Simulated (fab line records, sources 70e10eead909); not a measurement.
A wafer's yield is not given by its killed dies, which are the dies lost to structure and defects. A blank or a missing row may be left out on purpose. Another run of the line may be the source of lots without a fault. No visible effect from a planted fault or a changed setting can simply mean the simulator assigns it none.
The tool behind it: which one? | flow nandHarc | 6 lots, 18 wafers sampled, at 2 steps of a route of 1302

== WHAT THE GAUGES READ, wafer by wafer ==
NHARC_A_ONON_D1_THK_MEAS_34: measures by ellipsometry.
lot  | measured     | on           | thkNm (nm)
L998 | day 9 12:04  | filmMetro-01 | 201.9 203.4 201.3
L102 | day 11 01:37 | filmMetro-01 | 196.6 205.8 205.1
L104 | day 12 06:02 | filmMetro-02 | 195.2 197.0 200.1
L108 | day 13 13:23 | filmMetro-01 | 197.8 203.0 205.3
L115 | day 16 12:20 | filmMetro-01 | 186.3 179.5 190.0
L118 | day 17 15:51 | filmMetro-02 | 195.2 202.6 200.2

== WHAT TOOL EACH LOT RAN ON (gives the tool, then ch and the chambers of the sampled wafers, and finally the start) ==
lot  | NHARC_A_ONON_D1_DEP_33
L998 | pecvd-01 ch 0,1,2, day 9 11:47
L102 | pecvd-02 ch 0,1,2, day 11 01:15
L104 | pecvd-02 ch 0,1,2, day 12 05:37
L108 | pecvd-02 ch 0,1, day 13 13:01
L115 | pecvd-02 ch 0,2, day 16 11:55
L118 | pecvd-01 ch 1,2, day 17 15:32
- NHARC_A_ONON_D1_DEP_33: deposits SiO2, target thk 200 nm.

== THE ANSWER, worked out from the rows above alone ==
Rule: what is usual is taken from the lots themselves. Put in order of their means at a reading, lots are off if they are a third of the lots or fewer, leave a main group of 4 or more, and stand apart from it by a gap of 3 or more times the standard deviation of the main group's means; of several such gaps the widest counts. A main group whose means are all the same, to the digits that the tables above print for the reading, isn't used. Also off: a lot with no number at a reading for which 4 or more lots have one. The other lots that the step has rows for count as sound.
Off at NHARC_A_ONON_D1_THK_MEAS_34 (thkNm): L115. For the main group the mean is 200.7 nm and the standard deviation 2.
A tool fits if, at a process step before that reading, it ran every lot that is off, and no sound lot after the first of them. Gauges at NHARC_A_ONON_D1_THK_MEAS_34: tried the same way as those tools. Undecided on this evidence; 2 tools fit (pecvd-02 at NHARC_A_ONON_D1_DEP_33, filmMetro-01 at NHARC_A_ONON_D1_THK_MEAS_34).

== WHAT THE SIMULATOR HAD PUT IN ==
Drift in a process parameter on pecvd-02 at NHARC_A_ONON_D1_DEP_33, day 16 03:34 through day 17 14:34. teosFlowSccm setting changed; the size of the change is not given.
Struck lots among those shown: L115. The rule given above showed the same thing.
